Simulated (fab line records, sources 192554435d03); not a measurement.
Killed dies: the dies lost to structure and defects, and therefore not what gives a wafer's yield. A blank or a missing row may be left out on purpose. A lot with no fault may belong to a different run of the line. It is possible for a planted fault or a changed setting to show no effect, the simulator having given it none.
fab line records :: flow n5Finfet :: part 2 of 2: steps 30 to 33 of 33
record
  lots=5
  wafers=15
  lastDay=16
route steps=1938 shown BEOL_M1@828 BEOL_M2@841
lots untouched by any fault: they come from a run of this same line in which no faults occurred
startH: the number of hours between the record's first day and the start of the first shown wafer of the lot :: waitH: hours elapsed since this lot's preceding step :: " the same as in the row above :: L1.1+2: several wafers, shown together as one row :: - no value, or no start given :: * or withheld: withheld :: < > ~ a bound
route shown NAME@n: NAME is a module with steps in the file, n the number in the route of the first one :: usual: mean/standard deviation taken from wafers without a fault :: same: alike in all rows :: chamber/n: place in a boat :: sites: the reading at each site :: _std_site: the standard deviation of these :: _edge_site: the outer-site mean with the inner-site mean subtracted :: radiusMm: how far each site lies from the wafer's centre :: mask NAME#n: copy n :: behind: tool/chamber where the wafer was last shaped :: hold: why the lot was held/for how many hours/how that ended :: device: names the non-switching transistor (n, p or np) :: end of line: at the end of the route, the tests of the same wafers :: a step given without rows: its recipe and nothing more :: killed: the dies lost at the first sort to structure and to defects; this is not the yield of the wafer :: map: shows each die of a wafer: x if killed, . if not, _ if none is there
set.NAME: the setting the step ran with; set.NAME@STEP: the setting that earlier step ran with :: model.NAME: the simulator's own value behind a step, which no gauge read
lots seen at some steps along the route; tables by step, rows by wafer
services: the hour from which a tool's chamber was out of use, counted from the record's first day as startH (under 0 if before that day), plus the number of hours and why
## steps
# step N5_BEOL_M2_DESCUM_16
# recipe
  chemistry=O2
  timeS=7
  sourcePowerW=50
  biasPowerW=20
  pressureMtorr=20
  rfFrequencyHz=2.712e+07
  tempC=40
  resist=CAR-EUV
  o2FlowSccm=225
# usual
  chamberPressureMTorr=19.998/0.017
  drypumpMotorCurrentA=5.6/0.52
  o2FlowSccm=225.1/0.67
  oesProductAu=0.84/0.094
  rfVppV=243.1/1.4
  showerheadPlenumPTorr=2.09/0.073
  throttleValvePct=20.33/0.21
lot.wafer: L078.1
tool: rieDiel-06
chamber: 3
startH: 157.06
waitH: 0.0
chamberPressureMTorr: 19.985
drypumpMotorCurrentA: 5.3
o2FlowSccm: 224.7
oesProductAu: 0.94
rfHoursCounterH: 11
rfVppV: 241.9
showerheadPlenumPTorr: 2.06
throttleValvePct: 20.06

lot.wafer: L078.2
tool: rieDiel-06
chamber: 2
startH: 157.06
waitH: 0.0
chamberPressureMTorr: 19.996
drypumpMotorCurrentA: 5.5
o2FlowSccm: 224.3
oesProductAu: 0.87
rfHoursCounterH: 54
rfVppV: 244.2
showerheadPlenumPTorr: 2.12
throttleValvePct: 20.67

lot.wafer: L078.4
tool: rieDiel-06
chamber: 2
startH: 157.06
waitH: 0.0
chamberPressureMTorr: 20.016
drypumpMotorCurrentA: 5.5
o2FlowSccm: 224.2
oesProductAu: 0.86
rfHoursCounterH: -
rfVppV: 243.6
showerheadPlenumPTorr: 2.13
throttleValvePct: 20.68

lot.wafer: L079.1
tool: rieDiel-02
chamber: 0
startH: 157.33
waitH: 0.2
chamberPressureMTorr: 20.003
drypumpMotorCurrentA: 5.6
o2FlowSccm: 225.4
oesProductAu: 0.73
rfHoursCounterH: 179
rfVppV: 243.1
showerheadPlenumPTorr: 2.00
throttleValvePct: 20.51

lot.wafer: L079.3
tool: rieDiel-02
chamber: 0
startH: 157.33
waitH: 0.2
chamberPressureMTorr: 19.960
drypumpMotorCurrentA: 5.5
o2FlowSccm: 224.5
oesProductAu: 0.73
rfHoursCounterH: -
rfVppV: 241.0
showerheadPlenumPTorr: 2.00
throttleValvePct: 20.50

lot.wafer: L079.4
tool: rieDiel-02
chamber: 1
startH: 157.33
waitH: 0.2
chamberPressureMTorr: 19.982
drypumpMotorCurrentA: 5.3
o2FlowSccm: 224.5
oesProductAu: 0.68
rfHoursCounterH: -
rfVppV: 241.5
showerheadPlenumPTorr: 1.97
throttleValvePct: 20.46

lot.wafer: L080.1
tool: rieDiel-06
chamber: 3
startH: 181.36
waitH: 0.2
chamberPressureMTorr: 19.982
drypumpMotorCurrentA: 5.3
o2FlowSccm: 224.6
oesProductAu: 0.92
rfHoursCounterH: 17
rfVppV: 241.9
showerheadPlenumPTorr: 2.06
throttleValvePct: 20.07

lot.wafer: L080.4
tool: rieDiel-06
chamber: 1
startH: 181.36
waitH: 0.2
chamberPressureMTorr: 19.966
drypumpMotorCurrentA: 4.9
o2FlowSccm: 226.0
oesProductAu: 0.80
rfHoursCounterH: 124
rfVppV: 242.3
showerheadPlenumPTorr: 2.10
throttleValvePct: 20.21

lot.wafer: L080.5
tool: rieDiel-06
chamber: 2
startH: 181.36
waitH: 0.2
chamberPressureMTorr: 20.009
drypumpMotorCurrentA: 5.5
o2FlowSccm: 225.4
oesProductAu: 0.85
rfHoursCounterH: -
rfVppV: 242.6
showerheadPlenumPTorr: 2.12
throttleValvePct: 20.68

lot.wafer: L082.3
tool: rieDiel-06
chamber: 2
startH: 182.03
waitH: 0.0
chamberPressureMTorr: 19.977
drypumpMotorCurrentA: 5.5
o2FlowSccm: 225.4
oesProductAu: 0.85
rfHoursCounterH: 61
rfVppV: 243.4
showerheadPlenumPTorr: 2.12
throttleValvePct: 20.68

lot.wafer: L082.4
tool: rieDiel-06
chamber: 0
startH: 182.03
waitH: 0.0
chamberPressureMTorr: 20.009
drypumpMotorCurrentA: 5.5
o2FlowSccm: 225.6
oesProductAu: 0.99
rfHoursCounterH: 6
rfVppV: 246.1
showerheadPlenumPTorr: 2.24
throttleValvePct: 20.30

lot.wafer: L082.6
tool: rieDiel-06
chamber: 3
startH: 182.03
waitH: 0.0
chamberPressureMTorr: 19.964
drypumpMotorCurrentA: 5.3
o2FlowSccm: 225.1
oesProductAu: 0.92
rfHoursCounterH: -
rfVppV: 242.4
showerheadPlenumPTorr: 2.06
throttleValvePct: 20.04

lot.wafer: L090.2
tool: rieDiel-06
chamber: 0
startH: 240.54
waitH: 0.1
chamberPressureMTorr: 19.985
drypumpMotorCurrentA: 5.5
o2FlowSccm: 224.4
oesProductAu: 0.92
rfHoursCounterH: 25
rfVppV: 245.1
showerheadPlenumPTorr: 2.24
throttleValvePct: 20.33

lot.wafer: L090.5
tool: rieDiel-06
chamber: 2
startH: 240.54
waitH: 0.1
chamberPressureMTorr: 19.989
drypumpMotorCurrentA: 5.5
o2FlowSccm: 224.6
oesProductAu: 0.82
rfHoursCounterH: -
rfVppV: 242.2
showerheadPlenumPTorr: 2.12
throttleValvePct: 20.70

lot.wafer: L090.6
tool: rieDiel-06
chamber: 1
startH: 240.54
waitH: 0.1
chamberPressureMTorr: 19.998
drypumpMotorCurrentA: 4.9
o2FlowSccm: 224.7
oesProductAu: 0.79
rfHoursCounterH: -
rfVppV: 242.5
showerheadPlenumPTorr: 2.10
throttleValvePct: 20.22
# step N5_BEOL_M2_ETCH_74
# recipe
  chemistry=N2/H2
  target=underlayer
  targetDepthA=65
  maskMaterial=CAR-EUV
  timeS=5.2
  ionEnergyEv=200
  pressureMtorr=30
  sourceW=840
  biasW=150
  n2FlowSccm=200
  h2FlowSccm=200
  ends=cleared
# usual
  chamberPressureMTorr=30.00/0.038
  drypumpMotorCurrentA=5.6/0.51
  etchRfOnTimeS=5.18/0.14
  oesProductAu=0.72/0.083
  rfVppV=523/3
  showerheadPlenumPTorr=2.53/0.087
  throttleValvePct=17.75/0.2
lot.wafer: L078.1
tool: rieDiel-06
chamber: 3
startH: 157.09
waitH: 0.0
chamberPressureMTorr: 30.02
drypumpMotorCurrentA: 5.3
etchRfOnTimeS: 5.00
oesProductAu: 0.81
rfHoursCounterH: 11
rfVppV: 521
showerheadPlenumPTorr: 2.50
throttleValvePct: 17.47

lot.wafer: L078.2
tool: rieDiel-06
chamber: 2
startH: 157.09
waitH: 0.0
chamberPressureMTorr: 29.99
drypumpMotorCurrentA: 5.5
etchRfOnTimeS: 5.16
oesProductAu: 0.73
rfHoursCounterH: 54
rfVppV: 526
showerheadPlenumPTorr: 2.59
throttleValvePct: 18.02

lot.wafer: L078.4
tool: rieDiel-06
chamber: 2
startH: 157.09
waitH: 0.0
chamberPressureMTorr: 30.03
drypumpMotorCurrentA: 5.5
etchRfOnTimeS: 5.18
oesProductAu: 0.74
rfHoursCounterH: -
rfVppV: 524
showerheadPlenumPTorr: 2.59
throttleValvePct: 18.02

lot.wafer: L079.1
tool: rieDiel-02
chamber: 0
startH: 157.38
waitH: 0.0
chamberPressureMTorr: 30.02
drypumpMotorCurrentA: 5.6
etchRfOnTimeS: 5.18
oesProductAu: 0.62
rfHoursCounterH: 179
rfVppV: 518
showerheadPlenumPTorr: 2.43
throttleValvePct: 18.03

lot.wafer: L079.3
tool: rieDiel-02
chamber: 0
startH: 157.38
waitH: 0.0
chamberPressureMTorr: 29.99
drypumpMotorCurrentA: 5.6
etchRfOnTimeS: 5.15
oesProductAu: 0.62
rfHoursCounterH: -
rfVppV: 520
showerheadPlenumPTorr: 2.43
throttleValvePct: 18.02

lot.wafer: L079.4
tool: rieDiel-02
chamber: 1
startH: 157.38
waitH: 0.0
chamberPressureMTorr: 30.03
drypumpMotorCurrentA: 5.4
etchRfOnTimeS: 5.49
oesProductAu: 0.56
rfHoursCounterH: -
rfVppV: 520
showerheadPlenumPTorr: 2.39
throttleValvePct: 17.83

lot.wafer: L080.1
tool: rieDiel-06
chamber: 3
startH: 181.39
waitH: 0.0
chamberPressureMTorr: 30.04
drypumpMotorCurrentA: 5.3
etchRfOnTimeS: 5.01
oesProductAu: 0.80
rfHoursCounterH: 17
rfVppV: 526
showerheadPlenumPTorr: 2.49
throttleValvePct: 17.45

lot.wafer: L080.4
tool: rieDiel-06
chamber: 1
startH: 181.39
waitH: 0.0
chamberPressureMTorr: 29.97
drypumpMotorCurrentA: 4.9
etchRfOnTimeS: 5.22
oesProductAu: 0.68
rfHoursCounterH: 124
rfVppV: 526
showerheadPlenumPTorr: 2.55
throttleValvePct: 17.61

lot.wafer: L080.5
tool: rieDiel-06
chamber: 2
startH: 181.39
waitH: 0.0
chamberPressureMTorr: 29.99
drypumpMotorCurrentA: 5.5
etchRfOnTimeS: 5.18
oesProductAu: 0.72
rfHoursCounterH: -
rfVppV: 525
showerheadPlenumPTorr: 2.58
throttleValvePct: 18.03

lot.wafer: L082.3
tool: rieDiel-06
chamber: 2
startH: 182.06
waitH: 0.0
chamberPressureMTorr: 29.93
drypumpMotorCurrentA: 5.5
etchRfOnTimeS: 5.18
oesProductAu: 0.73
rfHoursCounterH: 61
rfVppV: 524
showerheadPlenumPTorr: 2.58
throttleValvePct: 18.05

lot.wafer: L082.4
tool: rieDiel-06
chamber: 0
startH: 182.06
waitH: 0.0
chamberPressureMTorr: 29.96
drypumpMotorCurrentA: 5.6
etchRfOnTimeS: 5.14
oesProductAu: 0.82
rfHoursCounterH: 6
rfVppV: 529
showerheadPlenumPTorr: 2.72
throttleValvePct: 17.75

lot.wafer: L082.6
tool: rieDiel-06
chamber: 3
startH: 182.06
waitH: 0.0
chamberPressureMTorr: 29.97
drypumpMotorCurrentA: 5.3
etchRfOnTimeS: 5.03
oesProductAu: 0.79
rfHoursCounterH: -
rfVppV: 522
showerheadPlenumPTorr: 2.49
throttleValvePct: 17.44

lot.wafer: L090.2
tool: rieDiel-06
chamber: 0
startH: 240.57
waitH: 0.0
chamberPressureMTorr: 30.02
drypumpMotorCurrentA: 5.6
etchRfOnTimeS: 5.18
oesProductAu: 0.78
rfHoursCounterH: 25
rfVppV: 528
showerheadPlenumPTorr: 2.71
throttleValvePct: 17.79

lot.wafer: L090.5
tool: rieDiel-06
chamber: 2
startH: 240.57
waitH: 0.0
chamberPressureMTorr: 30.06
drypumpMotorCurrentA: 5.5
etchRfOnTimeS: 5.23
oesProductAu: 0.71
rfHoursCounterH: -
rfVppV: 526
showerheadPlenumPTorr: 2.58
throttleValvePct: 18.07

lot.wafer: L090.6
tool: rieDiel-06
chamber: 1
startH: 240.57
waitH: 0.0
chamberPressureMTorr: 29.96
drypumpMotorCurrentA: 4.9
etchRfOnTimeS: 5.25
oesProductAu: 0.67
rfHoursCounterH: -
rfVppV: 524
showerheadPlenumPTorr: 2.54
throttleValvePct: 17.63
# step N5_BEOL_M2_ETCH_63
# recipe
  chemistry=CF4
  target=SiARC
  targetDepthA=156
  maskMaterial=CAR-EUV
  timeS=26
  ionEnergyEv=80
  pressureMtorr=40
  sourceW=545
  biasW=36
  Ar_flow_sccm=100
  cf4FlowSccm=100
  ends=cleared
# usual
  chamberPressureMTorr=40.00/0.039
  drypumpMotorCurrentA=5.6/0.52
  etchRfOnTimeS=25.9/0.69
  mfcArSccm=100.0/0.31
  oesProductAu=0.72/0.081
  rfVppV=184.0/1.1
  showerheadPlenumPTorr=2.14/0.067
  throttleValvePct=15.50/0.21
lot.wafer: L078.1
tool: rieDiel-06
chamber: 3
startH: 157.11
waitH: 0.0
chamberPressureMTorr: 39.97
drypumpMotorCurrentA: 5.3
etchRfOnTimeS: 25.0
mfcArSccm: 99.8
oesProductAu: 0.81
rfHoursCounterH: 11
rfVppV: 183.6
showerheadPlenumPTorr: 2.11
throttleValvePct: 15.15

lot.wafer: L078.2
tool: rieDiel-06
chamber: 2
startH: 157.11
waitH: 0.0
chamberPressureMTorr: 40.03
drypumpMotorCurrentA: 5.5
etchRfOnTimeS: 25.9
mfcArSccm: 100.1
oesProductAu: 0.74
rfHoursCounterH: 54
rfVppV: 185.2
showerheadPlenumPTorr: 2.16
throttleValvePct: 15.77

lot.wafer: L078.4
tool: rieDiel-06
chamber: 2
startH: 157.11
waitH: 0.0
chamberPressureMTorr: 39.98
drypumpMotorCurrentA: 5.5
etchRfOnTimeS: 25.7
mfcArSccm: 99.4
oesProductAu: 0.74
rfHoursCounterH: -
rfVppV: 184.9
showerheadPlenumPTorr: 2.16
throttleValvePct: 15.78

lot.wafer: L079.1
tool: rieDiel-02
chamber: 0
startH: 157.41
waitH: 0.0
chamberPressureMTorr: 39.95
drypumpMotorCurrentA: 5.6
etchRfOnTimeS: 25.9
mfcArSccm: 99.9
oesProductAu: 0.62
rfHoursCounterH: 179
rfVppV: 184.1
showerheadPlenumPTorr: 2.04
throttleValvePct: 15.68

lot.wafer: L079.3
tool: rieDiel-02
chamber: 0
startH: 157.41
waitH: 0.0
chamberPressureMTorr: 40.03
drypumpMotorCurrentA: 5.6
etchRfOnTimeS: 25.8
mfcArSccm: 100.1
oesProductAu: 0.62
rfHoursCounterH: -
rfVppV: 182.4
showerheadPlenumPTorr: 2.04
throttleValvePct: 15.67

lot.wafer: L079.4
tool: rieDiel-02
chamber: 1
startH: 157.41
waitH: 0.0
chamberPressureMTorr: 40.03
drypumpMotorCurrentA: 5.4
etchRfOnTimeS: 27.1
mfcArSccm: 100.3
oesProductAu: 0.58
rfHoursCounterH: -
rfVppV: 181.6
showerheadPlenumPTorr: 2.04
throttleValvePct: 15.76

lot.wafer: L080.1
tool: rieDiel-06
chamber: 3
startH: 181.41
waitH: 0.0
chamberPressureMTorr: 40.03
drypumpMotorCurrentA: 5.3
etchRfOnTimeS: 25.2
mfcArSccm: 100.3
oesProductAu: 0.80
rfHoursCounterH: 17
rfVppV: 185.6
showerheadPlenumPTorr: 2.10
throttleValvePct: 15.17

lot.wafer: L080.4
tool: rieDiel-06
chamber: 1
startH: 181.41
waitH: 0.0
chamberPressureMTorr: 40.03
drypumpMotorCurrentA: 4.9
etchRfOnTimeS: 26.5
mfcArSccm: 99.5
oesProductAu: 0.67
rfHoursCounterH: 124
rfVppV: 183.5
showerheadPlenumPTorr: 2.16
throttleValvePct: 15.43

lot.wafer: L080.5
tool: rieDiel-06
chamber: 2
startH: 181.41
waitH: 0.0
chamberPressureMTorr: 39.98
drypumpMotorCurrentA: 5.5
etchRfOnTimeS: 25.9
mfcArSccm: 99.9
oesProductAu: 0.72
rfHoursCounterH: -
rfVppV: 184.5
showerheadPlenumPTorr: 2.16
throttleValvePct: 15.79

lot.wafer: L082.3
tool: rieDiel-06
chamber: 2
startH: 182.08
waitH: 0.0
chamberPressureMTorr: 39.95
drypumpMotorCurrentA: 5.5
etchRfOnTimeS: 25.9
mfcArSccm: 100.2
oesProductAu: 0.72
rfHoursCounterH: 61
rfVppV: 184.5
showerheadPlenumPTorr: 2.16
throttleValvePct: 15.81

lot.wafer: L082.4
tool: rieDiel-06
chamber: 0
startH: 182.08
waitH: 0.0
chamberPressureMTorr: 39.93
drypumpMotorCurrentA: 5.5
etchRfOnTimeS: 25.2
mfcArSccm: 100.3
oesProductAu: 0.83
rfHoursCounterH: 6
rfVppV: 185.1
showerheadPlenumPTorr: 2.27
throttleValvePct: 15.36

lot.wafer: L082.6
tool: rieDiel-06
chamber: 3
startH: 182.08
waitH: 0.0
chamberPressureMTorr: 40.00
drypumpMotorCurrentA: 5.3
etchRfOnTimeS: 24.6
mfcArSccm: 99.6
oesProductAu: 0.79
rfHoursCounterH: -
rfVppV: 183.2
showerheadPlenumPTorr: 2.10
throttleValvePct: 15.16

lot.wafer: L090.2
tool: rieDiel-06
chamber: 0
startH: 240.59
waitH: 0.0
chamberPressureMTorr: 40.00
drypumpMotorCurrentA: 5.5
etchRfOnTimeS: 25.5
mfcArSccm: 99.7
oesProductAu: 0.79
rfHoursCounterH: 25
rfVppV: 184.7
showerheadPlenumPTorr: 2.26
throttleValvePct: 15.37

lot.wafer: L090.5
tool: rieDiel-06
chamber: 2
startH: 240.59
waitH: 0.0
chamberPressureMTorr: 40.02
drypumpMotorCurrentA: 5.5
etchRfOnTimeS: 25.7
mfcArSccm: 99.6
oesProductAu: 0.71
rfHoursCounterH: -
rfVppV: 184.8
showerheadPlenumPTorr: 2.15
throttleValvePct: 15.82

lot.wafer: L090.6
tool: rieDiel-06
chamber: 1
startH: 240.59
waitH: 0.0
chamberPressureMTorr: 39.99
drypumpMotorCurrentA: 4.9
etchRfOnTimeS: 26.6
mfcArSccm: 99.9
oesProductAu: 0.67
rfHoursCounterH: -
rfVppV: 185.6
showerheadPlenumPTorr: 2.15
throttleValvePct: 15.43
# step N5_BEOL_M2_ETCH_64
# recipe
  chemistry=N2/H2
  target=SOC
  targetDepthA=750
  overetchA=225
  maskMaterial=SiARC
  tempC=40
  timeS=121.9
  ionEnergyEv=200
  pressureMtorr=30
  sourceW=840
  biasW=150
  n2FlowSccm=200
  h2FlowSccm=200
# usual
  chamberPressureMTorr=29.995/0.027
  drypumpMotorCurrentA=5.6/0.51
  oesProductAu=0.64/0.067
  rfVppV=523.6/2.4
  showerheadPlenumPTorr=2.53/0.087
  throttleValvePct=17.71/0.2
lot.wafer: L078.1
tool: rieDiel-06
chamber: 3
startH: 157.14
waitH: 0.0
chamberPressureMTorr: 30.011
drypumpMotorCurrentA: 5.3
oesProductAu: 0.71
rfHoursCounterH: 11
rfVppV: 523.0
showerheadPlenumPTorr: 2.50
throttleValvePct: 17.40

lot.wafer: L078.2
tool: rieDiel-06
chamber: 2
startH: 157.14
waitH: 0.0
chamberPressureMTorr: 29.976
drypumpMotorCurrentA: 5.5
oesProductAu: 0.66
rfHoursCounterH: 54
rfVppV: 525.7
showerheadPlenumPTorr: 2.59
throttleValvePct: 17.97

lot.wafer: L078.4
tool: rieDiel-06
chamber: 2
startH: 157.14
waitH: 0.0
chamberPressureMTorr: 30.005
drypumpMotorCurrentA: 5.5
oesProductAu: 0.65
rfHoursCounterH: -
rfVppV: 524.8
showerheadPlenumPTorr: 2.59
throttleValvePct: 17.99

lot.wafer: L079.1
tool: rieDiel-02
chamber: 0
startH: 157.45
waitH: 0.0
chamberPressureMTorr: 29.986
drypumpMotorCurrentA: 5.6
oesProductAu: 0.56
rfHoursCounterH: 179
rfVppV: 519.8
showerheadPlenumPTorr: 2.43
throttleValvePct: 17.99

lot.wafer: L079.3
tool: rieDiel-02
chamber: 0
startH: 157.45
waitH: 0.0
chamberPressureMTorr: 29.933
drypumpMotorCurrentA: 5.6
oesProductAu: 0.55
rfHoursCounterH: -
rfVppV: 521.5
showerheadPlenumPTorr: 2.43
throttleValvePct: 17.99

lot.wafer: L079.4
tool: rieDiel-02
chamber: 1
startH: 157.45
waitH: 0.0
chamberPressureMTorr: 30.055
drypumpMotorCurrentA: 5.4
oesProductAu: 0.52
rfHoursCounterH: -
rfVppV: 520.8
showerheadPlenumPTorr: 2.39
throttleValvePct: 17.81

lot.wafer: L080.1
tool: rieDiel-06
chamber: 3
startH: 181.44
waitH: 0.0
chamberPressureMTorr: 29.987
drypumpMotorCurrentA: 5.3
oesProductAu: 0.70
rfHoursCounterH: 17
rfVppV: 522.4
showerheadPlenumPTorr: 2.49
throttleValvePct: 17.42

lot.wafer: L080.4
tool: rieDiel-06
chamber: 1
startH: 181.44
waitH: 0.0
chamberPressureMTorr: 29.982
drypumpMotorCurrentA: 4.9
oesProductAu: 0.61
rfHoursCounterH: 124
rfVppV: 523.4
showerheadPlenumPTorr: 2.55
throttleValvePct: 17.56

lot.wafer: L080.5
tool: rieDiel-06
chamber: 2
startH: 181.44
waitH: 0.0
chamberPressureMTorr: 30.022
drypumpMotorCurrentA: 5.5
oesProductAu: 0.63
rfHoursCounterH: -
rfVppV: 526.3
showerheadPlenumPTorr: 2.58
throttleValvePct: 18.02

lot.wafer: L082.3
tool: rieDiel-06
chamber: 2
startH: 182.11
waitH: 0.0
chamberPressureMTorr: 30.024
drypumpMotorCurrentA: 5.5
oesProductAu: 0.64
rfHoursCounterH: 61
rfVppV: 525.3
showerheadPlenumPTorr: 2.58
throttleValvePct: 17.99

lot.wafer: L082.4
tool: rieDiel-06
chamber: 0
startH: 182.11
waitH: 0.0
chamberPressureMTorr: 30.006
drypumpMotorCurrentA: 5.6
oesProductAu: 0.73
rfHoursCounterH: 6
rfVppV: 528.4
showerheadPlenumPTorr: 2.72
throttleValvePct: 17.69

lot.wafer: L082.6
tool: rieDiel-06
chamber: 3
startH: 182.11
waitH: 0.0
chamberPressureMTorr: 29.998
drypumpMotorCurrentA: 5.3
oesProductAu: 0.69
rfHoursCounterH: -
rfVppV: 523.6
showerheadPlenumPTorr: 2.49
throttleValvePct: 17.41

lot.wafer: L090.2
tool: rieDiel-06
chamber: 0
startH: 240.62
waitH: 0.0
chamberPressureMTorr: 29.944
drypumpMotorCurrentA: 5.5
oesProductAu: 0.70
rfHoursCounterH: 25
rfVppV: 527.8
showerheadPlenumPTorr: 2.71
throttleValvePct: 17.75

lot.wafer: L090.5
tool: rieDiel-06
chamber: 2
startH: 240.62
waitH: 0.0
chamberPressureMTorr: 30.050
drypumpMotorCurrentA: 5.5
oesProductAu: 0.64
rfHoursCounterH: -
rfVppV: 523.9
showerheadPlenumPTorr: 2.58
throttleValvePct: 18.02

lot.wafer: L090.6
tool: rieDiel-06
chamber: 1
startH: 240.62
waitH: 0.0
chamberPressureMTorr: 30.039
drypumpMotorCurrentA: 4.9
oesProductAu: 0.60
rfHoursCounterH: -
rfVppV: 523.8
showerheadPlenumPTorr: 2.54
throttleValvePct: 17.60
## services
tool: rieDiel-02
chamber: 3
startH: 143.67
hours: 19.0
kind: repair

tool: pecvd-01
chamber: -
startH: 145.77
hours: 0.4
kind: repair

tool: cvdCo-01
chamber: -
startH: 150.27
hours: 6.0
kind: pm

tool: euvScanner-01
chamber: -
startH: 151.75
hours: 1.0
kind: pm

tool: euvScanner-02
chamber: -
startH: 152.05
hours: 0.6
kind: repair

tool: pvdSputter-02
chamber: -
startH: 157.68
hours: 14.3
kind: repair

tool: cmp-02
chamber: -
startH: 157.69
hours: 4.0
kind: pm

tool: euvScanner-02
chamber: -
startH: 165.59
hours: 1.0
kind: pm

tool: pecvd-01
chamber: -
startH: 167.41
hours: 28.1
kind: pm

tool: cvdCo-02
chamber: 2
startH: 170.31
hours: 5.1
kind: repair

tool: euvScanner-02
chamber: -
startH: 171.62
hours: 4.6
kind: pm

tool: euvScanner-02
chamber: -
startH: 187.13
hours: 0.9
kind: repair

tool: cvdCo-02
chamber: 2
startH: 189.78
hours: 8.0
kind: repair

tool: pecvd-02
chamber: -
startH: 193.63
hours: 1.1
kind: repair

tool: pecvd-03
chamber: -
startH: 200.41
hours: 0.4
kind: repair

tool: pvdSputter-02
chamber: -
startH: 207.32
hours: 1.6
kind: repair

tool: cvdCo-01
chamber: -
startH: 208.98
hours: 14.6
kind: pm

tool: cmp-01
chamber: -
startH: 209.41
hours: 4.0
kind: pm

tool: rieDiel-02
chamber: 1
startH: 209.60
hours: 1.2
kind: repair

tool: rieDiel-06
chamber: 2
startH: 212.80
hours: 6.6
kind: repair

tool: pecvd-03
chamber: 0
startH: 214.70
hours: 6.0
kind: repair

tool: euvScanner-02
chamber: -
startH: 221.79
hours: 1.0
kind: pm

tool: pecvd-02
chamber: 2
startH: 227.03
hours: 2.5
kind: repair

tool: euvScanner-02
chamber: -
startH: 236.83
hours: 17.3
kind: pm
